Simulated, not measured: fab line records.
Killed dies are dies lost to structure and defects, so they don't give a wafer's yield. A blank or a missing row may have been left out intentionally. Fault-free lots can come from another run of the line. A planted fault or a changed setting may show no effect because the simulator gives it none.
Problem report, 8D (eight disciplines) form, completed by code / flow n5-finfet / the parts of the form that need people (team, actions taken, sign-off) are left out

## 1. THE ISSUE
Mean of spin-speed-rpm at N5_BEOL_M10_COAT_22: 1465.6 rpm across 6 wafers in 2 lots; on wafers with no fault it is 1499.9 rpm (standard deviation 0.94). That puts it -36 standard deviations away from the usual mean.
The step: resist thk 90 nm.
The first sign was on wafer L263.2 at day 13 12:35, on litho-track-05. At this step, 12 wafers from 4 lots have a number in the record. Rule for "out", or "out of limits": more than 4 standard deviations from the usual mean. The other wafers with a number count as sound.

## 2. WHAT THIS IS AND IS NOT
question=which readings at this step | is=spin-speed-rpm | is not=-
question=which lots | is=L263, L267 | is not=L251, L269
question=which wafers of those lots | is=all that have a number | is not=-
question=read on which tools | is=litho-track-05 | is not=litho-track-04
question=when | is=from day 13 12:35 | is not=up to then (3 sound wafers); but 3 sound wafers of L269 came after

## 3. WHAT RULES OUT EACH SUSPECT
Counting: a tool at any process step up to the reading remains a suspect when it ran all the lots that are out and ran no sound lot after the first of those.
- litho-track-05 at N5_BEOL_M10_COAT_22 (resist thk 90 nm): kept. It processed each lot that is out, first L263 at day 13 12:35, and no sound lot thereafter; up to then, the last sound lot it processed was L251 at day 10 18:46. Out on those wafers are its own readings of spin-speed-rpm.
After counting, what remains is litho-track-05 at N5_BEOL_M10_COAT_22.

## 4. THE CAUSE (what the simulator had put in)
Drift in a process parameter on litho-track-05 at N5_BEOL_M10_COAT_22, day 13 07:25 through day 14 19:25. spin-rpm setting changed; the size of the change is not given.
The count eliminated every tool but this one.

## 5. SEQUENCE OF EFFECTS, ordered by route
Rows list readings where the struck wafers' mean (over those with a number) sits beyond 3 standard deviations from the usual. Readings are gone through only where the record gives a usual standard deviation; hours: the median, over the lots, of the time from a lot's start at the first step in this table giving one to that lot's start at this step; sigmas: the change measured in usual standard deviations.
hours=0; step=N5_BEOL_M10_COAT_22; reading=spin-speed-rpm; usual=1499.9 rpm; on struck wafers=1465.6; change=-34.3; sigmas=-36
Here are the process steps it includes:
- N5_BEOL_M10_COAT_22: resist thk 90 nm.

## 6. WHAT WOULD HAVE CAUGHT IT SOONER
First out-of-limits reading in this record: day 13 12:35, which is 5 hours after fault onset at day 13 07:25.
